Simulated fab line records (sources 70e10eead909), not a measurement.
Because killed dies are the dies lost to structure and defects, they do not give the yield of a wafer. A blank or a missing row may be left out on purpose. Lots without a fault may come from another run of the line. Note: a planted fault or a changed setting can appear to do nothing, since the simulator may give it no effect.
Which tool is to blame?    flow nand harc    21 wafers from 7 lots sampled at 2 of the route's 1302 steps

## WHAT EACH GAUGE READ, for each wafer
NHARC_THIN_TSV_CD_MEAS_16.
lot   measured      on         cd nm (nm)
L498  day 24 08:38  cd sem-01  999 999 994
L506  day 26 22:38  cd sem-01  998 996 996
L511  day 29 19:17  cd sem-02  998 998 996
L513  day 29 21:58  cd sem-01  1004 1000 1003
L518  day 32 12:49  cd sem-01  995 996 994
L519  day 32 21:07  cd sem-02  1000 1000 998
L521  day 32 20:13  cd sem-01  996 996 997

## WHICH TOOL RAN EACH LOT (tool, then ch and the chambers of the sampled wafers, then the start)
lot   NHARC_A_SOURCE_PLATE_PVD_04
L498  pvd sputter-02, day 7 14:18
L506  pvd sputter-03, day 10 15:47
L511  pvd sputter-01, day 13 01:43
L513  pvd sputter-03, day 13 07:10
L518  pvd sputter-02, day 15 10:23
L519  pvd sputter-01, day 16 03:43
L521  pvd sputter-02, day 16 12:31
- NHARC_A_SOURCE_PLATE_PVD_04: deposits WSi2, target thk 50 nm.

## THE ANSWER, worked out from the rows above alone
Rule: usual is defined by the lots themselves. Put in order of their means at a reading, lots are off if they are a third of the lots or fewer, leave a main group of 4 or more, and stand apart from it by a gap of 3 or more times the standard deviation of the main group's means; of several such gaps the widest counts. The tables above print the reading to a certain number of digits; a main group whose means all agree to those digits is not used. Also off: a lot with no number at a reading for which 4 or more lots have one. Any other lot the step has rows for is counted as sound.
Nothing can be told from this: no lot is off at any reading shown.

## WHAT THE SIMULATOR HAD PUT IN
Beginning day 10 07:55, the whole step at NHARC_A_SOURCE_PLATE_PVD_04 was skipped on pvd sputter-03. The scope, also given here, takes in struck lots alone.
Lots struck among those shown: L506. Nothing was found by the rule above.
